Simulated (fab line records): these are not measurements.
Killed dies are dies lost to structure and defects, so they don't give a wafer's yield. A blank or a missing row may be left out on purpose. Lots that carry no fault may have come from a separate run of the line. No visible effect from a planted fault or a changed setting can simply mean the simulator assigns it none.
What tool caused it? :: flow n5-finfet :: 30 wafers from 10 lots sampled at 4 of the route's 1938 steps

WHAT THE GAUGES SHOWED, per wafer
No reading from a measuring or inspecting step in the record can be judged against a usual standard deviation.

WHICH TOOL RAN EACH LOT (tool, then ch and the chambers of the sampled wafers, then the start)
lot: L268
N5_BEOL_M5_PECVD_70: pecvd-02 ch 0,1,2, day 8 16:45
N5_BEOL_M5_DESCUM_16: rie-diel-03 ch 2,3, day 8 17:55
N5_BEOL_M5_ETCH_62: rie-diel-03 ch 2,3, day 8 17:59
N5_BEOL_M5_STRIP_19: rie-diel-06 ch 0,1,2, day 8 18:17

lot: L271
N5_BEOL_M5_PECVD_70: pecvd-02 ch 0, day 9 11:13
N5_BEOL_M5_DESCUM_16: rie-diel-03 ch 0,2, day 9 14:08
N5_BEOL_M5_ETCH_62: rie-diel-03 ch 0,2, day 9 14:13
N5_BEOL_M5_STRIP_19: rie-diel-06 ch 0,2,3, day 9 14:36

lot: L276
N5_BEOL_M5_PECVD_70: pecvd-03 ch 1,2, day 10 23:21
N5_BEOL_M5_DESCUM_16: rie-diel-03 ch 1,3, day 11 01:11
N5_BEOL_M5_ETCH_62: rie-diel-03 ch 1,3, day 11 01:16
N5_BEOL_M5_STRIP_19: rie-diel-04 ch 0,1,2, day 11 01:33

lot: L275
N5_BEOL_M5_PECVD_70: pecvd-03 ch 0,2, day 11 01:49
N5_BEOL_M5_DESCUM_16: rie-diel-03 ch 2,3, day 11 04:16
N5_BEOL_M5_ETCH_62: rie-diel-03 ch 2,3, day 11 04:21
N5_BEOL_M5_STRIP_19: rie-diel-06 ch 0,1,2, day 11 04:42

lot: L279
N5_BEOL_M5_PECVD_70: pecvd-03 ch 1,2, day 11 08:11
N5_BEOL_M5_DESCUM_16: rie-diel-03 ch 0,1,2, day 11 09:22
N5_BEOL_M5_ETCH_62: rie-diel-03 ch 0,1,2, day 11 09:27
N5_BEOL_M5_STRIP_19: rie-diel-03 ch 0,2, day 11 09:43

lot: L282
N5_BEOL_M5_PECVD_70: pecvd-02 ch 0,2, day 11 23:47
N5_BEOL_M5_DESCUM_16: rie-diel-06 ch 1,2,3, day 12 01:58
N5_BEOL_M5_ETCH_62: rie-diel-06 ch 1,2,3, day 12 02:02
N5_BEOL_M5_STRIP_19: rie-diel-03 ch 0,2,3, day 12 02:23

lot: L281
N5_BEOL_M5_PECVD_70: pecvd-02 ch 0,1, day 12 16:49
N5_BEOL_M5_DESCUM_16: rie-diel-04 ch 0,1, day 12 18:34
N5_BEOL_M5_ETCH_62: rie-diel-04 ch 0,1, day 12 18:38
N5_BEOL_M5_STRIP_19: rie-diel-04 ch 1,3, day 12 18:55

lot: L286
N5_BEOL_M5_PECVD_70: pecvd-03 ch 0,2, day 13 04:15
N5_BEOL_M5_DESCUM_16: rie-diel-04 ch 1,3, day 13 05:46
N5_BEOL_M5_ETCH_62: rie-diel-04 ch 1,3, day 13 05:50
N5_BEOL_M5_STRIP_19: rie-diel-03 ch 0,2,3, day 13 06:07

lot: L287
N5_BEOL_M5_PECVD_70: pecvd-03 ch 0,1,2, day 13 11:47
N5_BEOL_M5_DESCUM_16: rie-diel-06 ch 2,3, day 13 15:20
N5_BEOL_M5_ETCH_62: rie-diel-06 ch 2,3, day 13 15:25
N5_BEOL_M5_STRIP_19: rie-diel-03 ch 0,2,3, day 13 15:47

lot: L288
N5_BEOL_M5_PECVD_70: pecvd-02 ch 0,1,2, day 13 23:56
N5_BEOL_M5_DESCUM_16: rie-diel-04 ch 0,2,3, day 14 00:48
N5_BEOL_M5_ETCH_62: rie-diel-04 ch 0,2,3, day 14 00:53
N5_BEOL_M5_STRIP_19: rie-diel-06 ch 0,2,3, day 14 01:11
- N5_BEOL_M5_PECVD_70: deposits SiO2 from TEOS/O2, target thk 16 nm, time 18 s.
- N5_BEOL_M5_DESCUM_16: chemistry O2, time 7 s.
- N5_BEOL_M5_ETCH_62: etches SOC in N2/H2, target depth 75 nm, overetch 15 nm, time 112.5 s.
- N5_BEOL_M5_STRIP_19: strips in O2.

WHAT THE TOOLS THEMSELVES READ (means of the sampled wafers that have a number; where no wafer has one, the mark that the record gives instead)
N5_BEOL_M5_PECVD_70. Usual: heater-power-w 729 W, standard deviation 100; showerhead-plenum-p-Torr 8.78 Torr, standard deviation 0.063; throttle-valve-pct 22.0 %, standard deviation 1.1.
lot: L268
tool: pecvd-02
heater-power-w (W): 797
showerhead-plenum-p-Torr (Torr): 8.75
throttle-valve-pct (%): 22.7
flag: 

lot: L271
tool: pecvd-02
heater-power-w (W): 627
showerhead-plenum-p-Torr (Torr): 8.78
throttle-valve-pct (%): 22.6
flag: 

lot: L276
tool: pecvd-03
heater-power-w (W): 702
showerhead-plenum-p-Torr (Torr): 8.85
throttle-valve-pct (%): 21.5
flag: 

lot: L275
tool: pecvd-03
heater-power-w (W): 625
showerhead-plenum-p-Torr (Torr): 8.81
throttle-valve-pct (%): 20.9
flag: 

lot: L279
tool: pecvd-03
heater-power-w (W): 734
showerhead-plenum-p-Torr (Torr): 8.82
throttle-valve-pct (%): 20.6
flag: 

lot: L282
tool: pecvd-02
heater-power-w (W): 813
showerhead-plenum-p-Torr (Torr): 8.69
throttle-valve-pct (%): 21.7
flag: 

lot: L281
tool: pecvd-02
heater-power-w (W): 748
showerhead-plenum-p-Torr (Torr): 8.77
throttle-valve-pct (%): 22.7
flag: 

lot: L286
tool: pecvd-03
heater-power-w (W): 646
showerhead-plenum-p-Torr (Torr): 8.81
throttle-valve-pct (%): 20.5
flag: 

lot: L287
tool: pecvd-03
heater-power-w (W): 707
showerhead-plenum-p-Torr (Torr): 8.84
throttle-valve-pct (%): 21.4
flag: 

lot: L288
tool: pecvd-02
heater-power-w (W): 722
showerhead-plenum-p-Torr (Torr): 8.74
throttle-valve-pct (%): 22.5
flag: 

N5_BEOL_M5_DESCUM_16. Usual: drypump-motor-current-A 5.8 A, standard deviation 0.35; oes-product-au 0.80 a.u., standard deviation 0.087; rf-vpp-V 243.3 V, standard deviation 1.2; showerhead-plenum-p-Torr 2.10 Torr, standard deviation 0.053; throttle-valve-pct 20.4 %, standard deviation 0.31.
lot: L268
tool: rie-diel-03
drypump-motor-current-A (A): 6.3
oes-product-au (a.u.): 0.87
rf-vpp-V (V): 243.6
showerhead-plenum-p-Torr (Torr): 2.10
throttle-valve-pct (%): 20.3
flag: 

lot: L271
tool: rie-diel-03
drypump-motor-current-A (A): 6.1
oes-product-au (a.u.): 0.91
rf-vpp-V (V): 241.9
showerhead-plenum-p-Torr (Torr): 2.05
throttle-valve-pct (%): 20.1
flag: 

lot: L276
tool: rie-diel-03
drypump-motor-current-A (A): 6.2
oes-product-au (a.u.): 0.73
rf-vpp-V (V): 244.2
showerhead-plenum-p-Torr (Torr): 2.17
throttle-valve-pct (%): 20.7
flag: 

lot: L275
tool: rie-diel-03
drypump-motor-current-A (A): 6.3
oes-product-au (a.u.): 0.84
rf-vpp-V (V): 242.7
showerhead-plenum-p-Torr (Torr): 2.09
throttle-valve-pct (%): 20.3
flag: 

lot: L279
tool: rie-diel-03
drypump-motor-current-A (A): 6.0
oes-product-au (a.u.): 0.82
rf-vpp-V (V): 243.2
showerhead-plenum-p-Torr (Torr): 2.08
throttle-valve-pct (%): 20.3
flag: 

lot: L282
tool: rie-diel-06
drypump-motor-current-A (A): 5.6
oes-product-au (a.u.): 0.78
rf-vpp-V (V): 243.4
showerhead-plenum-p-Torr (Torr): 2.10
throttle-valve-pct (%): 20.6
flag: 

lot: L281
tool: rie-diel-04
drypump-motor-current-A (A): 6.1
oes-product-au (a.u.): 0.82
rf-vpp-V (V): 243.8
showerhead-plenum-p-Torr (Torr): 2.08
throttle-valve-pct (%): 20.6
flag: 

lot: L286
tool: rie-diel-04
drypump-motor-current-A (A): 5.4
oes-product-au (a.u.): 0.72
rf-vpp-V (V): 243.2
showerhead-plenum-p-Torr (Torr): 2.11
throttle-valve-pct (%): 20.4
flag: 

lot: L287
tool: rie-diel-06
drypump-motor-current-A (A): 5.6
oes-product-au (a.u.): 0.83
rf-vpp-V (V): 242.6
showerhead-plenum-p-Torr (Torr): 2.12
throttle-valve-pct (%): 20.2
flag: 

lot: L288
tool: rie-diel-04
drypump-motor-current-A (A): 5.8
oes-product-au (a.u.): 0.80
rf-vpp-V (V): 243.2
showerhead-plenum-p-Torr (Torr): 2.05
throttle-valve-pct (%): 20.5
flag: 

N5_BEOL_M5_ETCH_62. Usual: drypump-motor-current-A 5.8 A, standard deviation 0.35; oes-product-au 0.63 a.u., standard deviation 0.064; rf-fwd-power-W 836.3 W, standard deviation 2.9; rf-vpp-V 524.3 V, standard deviation 2; showerhead-plenum-p-Torr 2.55 Torr, standard deviation 0.064; throttle-valve-pct 17.8 %, standard deviation 0.32.
lot: L268
tool: rie-diel-03
drypump-motor-current-A (A): 6.3
oes-product-au (a.u.): 0.69
rf-fwd-power-W (W): 839.9
rf-vpp-V (V): 523.7
showerhead-plenum-p-Torr (Torr): 2.53
throttle-valve-pct (%): 17.6
flag: 

lot: L271
tool: rie-diel-03
drypump-motor-current-A (A): 6.1
oes-product-au (a.u.): 0.70
rf-fwd-power-W (W): 834.9
rf-vpp-V (V): 522.7
showerhead-plenum-p-Torr (Torr): 2.48
throttle-valve-pct (%): 17.5
flag: 

lot: L276
tool: rie-diel-03
drypump-motor-current-A (A): 6.2
oes-product-au (a.u.): 0.58
rf-fwd-power-W (W): 1039.3
rf-vpp-V (V): 488.9
showerhead-plenum-p-Torr (Torr): 2.64
throttle-valve-pct (%): 18.1
flag: OFF

lot: L275
tool: rie-diel-03
drypump-motor-current-A (A): 6.3
oes-product-au (a.u.): 0.66
rf-fwd-power-W (W): 1039.3
rf-vpp-V (V): 486.4
showerhead-plenum-p-Torr (Torr): 2.52
throttle-valve-pct (%): 17.6
flag: OFF

lot: L279
tool: rie-diel-03
drypump-motor-current-A (A): 6.0
oes-product-au (a.u.): 0.65
rf-fwd-power-W (W): 1037.5
rf-vpp-V (V): 487.3
showerhead-plenum-p-Torr (Torr): 2.53
throttle-valve-pct (%): 17.7
flag: OFF

lot: L282
tool: rie-diel-06
drypump-motor-current-A (A): 5.6
oes-product-au (a.u.): 0.62
rf-fwd-power-W (W): 834.1
rf-vpp-V (V): 524.2
showerhead-plenum-p-Torr (Torr): 2.55
throttle-valve-pct (%): 18.0
flag: 

lot: L281
tool: rie-diel-04
drypump-motor-current-A (A): 6.0
oes-product-au (a.u.): 0.64
rf-fwd-power-W (W): 833.5
rf-vpp-V (V): 524.2
showerhead-plenum-p-Torr (Torr): 2.53
throttle-valve-pct (%): 17.9
flag: 

lot: L286
tool: rie-diel-04
drypump-motor-current-A (A): 5.5
oes-product-au (a.u.): 0.57
rf-fwd-power-W (W): 838.8
rf-vpp-V (V): 525.8
showerhead-plenum-p-Torr (Torr): 2.56
throttle-valve-pct (%): 17.9
flag: 

lot: L287
tool: rie-diel-06
drypump-motor-current-A (A): 5.6
oes-product-au (a.u.): 0.65
rf-fwd-power-W (W): 834.8
rf-vpp-V (V): 525.2
showerhead-plenum-p-Torr (Torr): 2.58
throttle-valve-pct (%): 17.7
flag: 

lot: L288
tool: rie-diel-04
drypump-motor-current-A (A): 5.8
oes-product-au (a.u.): 0.63
rf-fwd-power-W (W): 838.7
rf-vpp-V (V): 521.7
showerhead-plenum-p-Torr (Torr): 2.49
throttle-valve-pct (%): 17.9
flag: 

N5_BEOL_M5_STRIP_19. Usual: drypump-motor-current-A 5.9 A, standard deviation 0.35; oes-product-au 0.80 a.u., standard deviation 0.087; rf-vpp-V 3.7 V, standard deviation 0.48; showerhead-plenum-p-Torr 2.11 Torr, standard deviation 0.057; throttle-valve-pct 16.7 %, standard deviation 0.32.
lot: L268
tool: rie-diel-06
drypump-motor-current-A (A): 5.6
oes-product-au (a.u.): 0.74
rf-vpp-V (V): 3.5
showerhead-plenum-p-Torr (Torr): 2.12
throttle-valve-pct (%): 17.0
flag: 

lot: L271
tool: rie-diel-06
drypump-motor-current-A (A): 5.6
oes-product-au (a.u.): 0.81
rf-vpp-V (V): 3.7
showerhead-plenum-p-Torr (Torr): 2.14
throttle-valve-pct (%): 16.6
flag: 

lot: L276
tool: rie-diel-04
drypump-motor-current-A (A): 5.8
oes-product-au (a.u.): 0.79
rf-vpp-V (V): 3.4
showerhead-plenum-p-Torr (Torr): 2.08
throttle-valve-pct (%): 16.7
flag: 

lot: L275
tool: rie-diel-06
drypump-motor-current-A (A): 5.6
oes-product-au (a.u.): 0.73
rf-vpp-V (V): 3.7
showerhead-plenum-p-Torr (Torr): 2.11
throttle-valve-pct (%): 17.0
flag: 

lot: L279
tool: rie-diel-03
drypump-motor-current-A (A): 5.8
oes-product-au (a.u.): 0.88
rf-vpp-V (V): 3.3
showerhead-plenum-p-Torr (Torr): 2.04
throttle-valve-pct (%): 16.2
flag: 

lot: L282
tool: rie-diel-03
drypump-motor-current-A (A): 6.1
oes-product-au (a.u.): 0.82
rf-vpp-V (V): 3.8
showerhead-plenum-p-Torr (Torr): 2.09
throttle-valve-pct (%): 16.4
flag: 

lot: L281
tool: rie-diel-04
drypump-motor-current-A (A): 5.5
oes-product-au (a.u.): 0.69
rf-vpp-V (V): 3.5
showerhead-plenum-p-Torr (Torr): 2.13
throttle-valve-pct (%): 16.8
flag: 

lot: L286
tool: rie-diel-03
drypump-motor-current-A (A): 6.1
oes-product-au (a.u.): 0.81
rf-vpp-V (V): 3.9
showerhead-plenum-p-Torr (Torr): 2.08
throttle-valve-pct (%): 16.4
flag: 

lot: L287
tool: rie-diel-03
drypump-motor-current-A (A): 6.1
oes-product-au (a.u.): 0.81
rf-vpp-V (V): 4.1
showerhead-plenum-p-Torr (Torr): 2.08
throttle-valve-pct (%): 16.5
flag: 

lot: L288
tool: rie-diel-06
drypump-motor-current-A (A): 5.6
oes-product-au (a.u.): 0.84
rf-vpp-V (V): 3.6
showerhead-plenum-p-Torr (Torr): 2.13
throttle-valve-pct (%): 16.5
flag: 

THE ANSWER, worked out from the rows above alone
Rule: lot off if the mean of its wafers having a number is beyond 3 standard deviations from the usual mean. A lot without any number at a reading at which 4 lots or more have one is off too. The other lots that the step has rows for count as sound. First the gauges in route order, then the tools' own readings, where a lot's mean is used as printed above. The first step at which some lot is off is used, and at that step the reading that is off furthest; a lot without a number counts as furthest.
Off at N5_BEOL_M5_ETCH_62 (rf-fwd-power-W): L276, L275, L279.
If a tool, at that step or one of the process steps before it, ran each lot that is off and ran no sound lot following the first of them, it fits. One fits: N5_BEOL_M5_DESCUM_16 and N5_BEOL_M5_ETCH_62 on rie-diel-03. At N5_BEOL_M5_DESCUM_16 its last sound lot is L271 (day 9 14:08), its first lot that is off L276 (day 11 01:11): a fault that began between those two fits.

WHAT THE SIMULATOR HAD INSERTED
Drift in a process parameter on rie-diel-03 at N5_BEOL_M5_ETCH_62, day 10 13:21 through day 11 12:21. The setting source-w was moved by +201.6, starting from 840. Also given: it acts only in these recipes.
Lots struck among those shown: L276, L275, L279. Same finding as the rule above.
